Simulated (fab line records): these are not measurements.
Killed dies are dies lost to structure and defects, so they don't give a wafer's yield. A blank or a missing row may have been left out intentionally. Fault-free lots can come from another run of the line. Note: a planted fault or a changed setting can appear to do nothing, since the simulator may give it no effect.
Struck lot and sound lot, side by side / flow n5_finfet / 24 steps out of a route of 1938
Sound: wafers L268.2, L268.4, L268.5. Struck: wafers L279.4, L279.5, L279.6. At the end, the cause is stated.
Order at every step that has rows: each side's tool, ch and its chambers, its first start. Under that, the readings that differ: sound wafers / struck wafers / difference of the means / sigmas: that difference in standard deviations of wafers without a fault.
alike: same words and numbers on both sides, and readings whose means sit less than 2 such deviations apart. not compared: any withheld reading, any reading some wafer has no value for, any bound like >300 that may hide the same value, and any number with overlapping values for which the record gives no deviation.
The two part at a step that has a row with sigmas, a row that says differs or no value, or rows on one side only. When numbers do not overlap yet have no deviation, they are printed without sigmas and do not part them. A reading missing from all wafers of one side parts the sides only when that side holds two or more wafers.

first, 9 steps without rows for these wafers: N5_BEOL_M3_PEB_09 (peb time 60 s); N5_BEOL_M3_DEVELOP_10 (develop time 30 s); N5_BEOL_M3_DESCUM_16 (chemistry O2, time 7 s); N5_BEOL_M3_ETCH_74 (etches underlayer in N2/H2, target depth 6.5 nm, time 5.2 s); N5_BEOL_M3_ETCH_63 (etches SiARC in CF4, target depth 15.6 nm, time 26 s); N5_BEOL_M3_ETCH_64 (etches SOC in N2/H2, target depth 75 nm, overetch 15 nm, time 112.5 s); N5_BEOL_M3_STRIP_65 (strips in N2/H2); N5_BEOL_M3_STRIP_75 (strips in N2/H2); N5_BEOL_M3_STRIP_66 (strips in CF4).
N5_BEOL_M3_HM_OPEN_17: chemistry Cl2/BCl3, target TiN, target depth 20 nm, overetch 6 nm.
  sound on rie_metal-01 ch 0,1, day 6 22:43; struck on rie_metal-01 ch 0,1, day 9 18:23
  alike: drypump_motor_current_A, oes_product_au, throttle_valve_pct
  not compared: rf_hours_counter_h
then, 10 steps without rows for these wafers: N5_BEOL_M3_STRIP_19 (strips in O2); N5_BEOL_M3_COAT_67 (time 60 s, resist thk 60 nm); N5_BEOL_M3_COAT_68 (time 60 s, resist thk 12 nm); N5_BEOL_M3_COAT_76 (time 60 s, resist thk 5 nm); N5_BEOL_M3_COAT_22 (resist thk 30 nm); N5_BEOL_M3_EBR_24; N5_BEOL_M3_SOFTBAKE_23 (time 60 s); N5_BEOL_M3_EXPOSE_25 (exposes mask V2, defocus 5 nm); N5_BEOL_M3_PEB_26 (peb time 60 s); N5_BEOL_M3_DEVELOP_27 (develop time 30 s).
N5_BEOL_M3_INSPECT_30: inspects for defects (brightfield).
  sound on defect_inspect-02, day 6 23:28; struck on defect_inspect-02, day 9 18:56
reading=raw_defect_count; sound=331 231 313; struck=618 730 764; difference=+412; sigmas=+5
then, 1 step without rows for these wafers: N5_BEOL_M3_DESCUM_33 (chemistry O2, time 7 s).
N5_BEOL_M4_RC_MEAS_101:
  sound on prober-02 ch 0, day 7 15:19; struck on prober-01 ch 0, day 10 16:01
  alike: DIBL_N, DIBL_P, IOFF_N, IOFF_P, ION_N, ION_P, SS_N, SS_P, VT_N, VT_P
-- a jump in the record: the struck wafers' starts before and after are 4 days apart (it breaks off in module BEOL_M4 and resumes in module PASSIVATION, where the first step shown is number 1936 of the route) --
N5_PASSIVATION_PROBE_49:
  sound on prober-01, day 11 13:35; struck on prober-01, day 14 16:13
reading=defect_limited_yield (%); sound=89.4 91.7 92.9; struck=89.3 85.4 85.3; difference=-4.7; sigmas=-3
reading=killed_at_M0_to_M3; sound=30 32 37; struck=87 98 111; difference=+66; sigmas=+6
reading=killed_dies; sound=125 98 84; struck=126 172 173; difference=+55; sigmas=+3
reading=killed_on_rim; sound=7 10 8; struck=26 27 27; difference=+18; sigmas=+5
reading=sort_bin_5_function (%); sound=6.5 4.8 4.7; struck=7.2 9.3 9.1; difference=+3.2; sigmas=+3
reading=sort_n_pass; sound=1055 1082 1096; struck=1054 1008 1007; difference=-55; sigmas=-3
reading=sort_yield_pct (%); sound=89.4 91.7 92.9; struck=89.3 85.4 85.3; difference=-4.7; sigmas=-3
  alike: killed_at_M4_up, killed_at_contacts, killed_at_front_end, killed_at_other, killed_open, killed_short, sort_bin_6_memory, sort_bin_8_speed

== WHERE THEY PART ==
Last at N5_PASSIVATION_PROBE_49 as far as this record goes, first at N5_BEOL_M3_INSPECT_30.

WHY: whatever the simulator had introduced
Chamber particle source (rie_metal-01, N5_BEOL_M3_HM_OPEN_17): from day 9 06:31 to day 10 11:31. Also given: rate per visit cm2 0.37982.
